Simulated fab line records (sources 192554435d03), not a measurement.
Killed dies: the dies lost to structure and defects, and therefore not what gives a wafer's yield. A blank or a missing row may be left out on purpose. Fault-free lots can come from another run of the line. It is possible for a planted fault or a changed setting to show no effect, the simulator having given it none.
Shared-tool check | flow n5 finfet | 12 lots and 36 wafers in the sample

## WHY IT WAS OPENED
At N5_ZERO_LAYER_CD_MEAS_11 the reading cd nm is flagged on 3 of 12 lots. No-fault wafers: 1999.6 nm, standard deviation 1.3.
Rule: flag the lot when none of its wafers has a number, or when each of its wafers that has one lies beyond 4 standard deviations from that mean. As for the other lots, they are considered sound.

lot  | measured    | on        | cd nm (nm), wafer by wafer | flag
L725 | day 1 12:39 | cd sem-03 | 1999.3 2002.7 2001.2       |
L726 | day 1 18:38 | cd sem-01 | 1997.0 2000.9 2001.2       |
L728 | day 2 06:58 | cd sem-02 | 2002.3 2002.1 2000.6       |
L731 | day 3 00:40 | cd sem-01 | 1999.1 1998.5 1999.2       |
L732 | day 3 06:46 | cd sem-03 | 1998.7 1997.4 1997.3       |
L733 | day 3 12:47 | cd sem-02 | 2009.5 2011.3 2009.5       | FLAGGED
L734 | day 3 18:47 | cd sem-01 | 1998.4 1999.9 2000.3       |
L736 | day 4 06:46 | cd sem-03 | 2005.4 2006.9 2007.9       | FLAGGED
L737 | day 4 12:47 | cd sem-03 | 2000.2 2001.5 2000.7       |
L739 | day 5 00:46 | cd sem-02 | 2005.5 2007.1 2006.4       | FLAGGED
L741 | day 5 12:46 | cd sem-01 | 1998.6 1999.5 1999.8       |
L747 | day 7 00:46 | cd sem-03 | 2001.4 2000.8 2000.7       |
Average over the flagged lots: 2007.7 nm; offset from the usual +8.1 nm, equal to +6 standard deviations.

## LOT BY LOT: THE TOOL USED
The record keeps 1 process step preceding the reading, out of 1938 steps on the route. Every cell lists first the tool, next ch and the chambers used by the sampled wafers, and last the start.
lot  | flag    | N5_ZERO_LAYER_EXPOSE_08
L725 |         | krf scanner-02 ch 0, day 1 12:29
L726 |         | krf scanner-02 ch 0, day 1 18:28
L728 |         | krf scanner-02 ch 0, day 2 06:47
L731 |         | krf scanner-02 ch 0, day 3 00:29
L732 |         | krf scanner-01 ch 0, day 3 06:36
L733 | FLAGGED | krf scanner-02 ch 0, day 3 12:37
L734 |         | krf scanner-01 ch 0, day 3 18:37
L736 | FLAGGED | krf scanner-02 ch 0, day 4 06:36
L737 |         | krf scanner-01 ch 0, day 4 12:37
L739 | FLAGGED | krf scanner-02 ch 0, day 5 00:35
L741 |         | krf scanner-01 ch 0, day 5 12:36
L747 |         | krf scanner-01 ch 0, day 7 00:36
What is done by these steps:
- N5_ZERO_LAYER_EXPOSE_08: exposes mask ZERO, defocus 0 nm, target cd 2000 nm.
- N5_ZERO_LAYER_CD_MEAS_11: target cd 2000 nm.

## FLAGGED OVER TOTAL, TOOL BY TOOL (the gauges that took the reading come last)
step                     | tool           | lots run | flagged | share of the flagged lots | sound lots run after its first flagged lot
N5_ZERO_LAYER_EXPOSE_08  | krf scanner-01 | 5        | 0       | none                      | -
N5_ZERO_LAYER_EXPOSE_08  | krf scanner-02 | 7        | 3       | all                       | 0
N5_ZERO_LAYER_CD_MEAS_11 | cd sem-01      | 4        | 0       | none                      | -
N5_ZERO_LAYER_CD_MEAS_11 | cd sem-02      | 3        | 2       | some                      | 0
N5_ZERO_LAYER_CD_MEAS_11 | cd sem-03      | 5        | 1       | some                      | 2 (L737,L747)

## THE TABLE: WHAT IT ALLOWS
Rows of the table that ran each flagged lot: 1, that is krf scanner-02 at N5_ZERO_LAYER_EXPOSE_08.
- krf scanner-02 at N5_ZERO_LAYER_EXPOSE_08 ran 7 lots, 3 of them flagged. Its last sound lot is L731 (day 3 00:29), its first flagged lot L733 (day 3 12:37): a fault that began between those two fits. Its own readings (exposure dose mJ cm2) fall more than 4 standard deviations out on all wafers of the flagged lots.
One tool is left: krf scanner-02 at N5_ZERO_LAYER_EXPOSE_08.

## WHAT THE SIMULATOR HAD INSERTED
Process parameters drifting: krf scanner-02 at N5_ZERO_LAYER_EXPOSE_08, beginning at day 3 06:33. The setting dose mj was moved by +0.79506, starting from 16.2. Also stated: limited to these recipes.
Shown lots that were struck: L733, L736, L739. This agrees with what the rule above found.
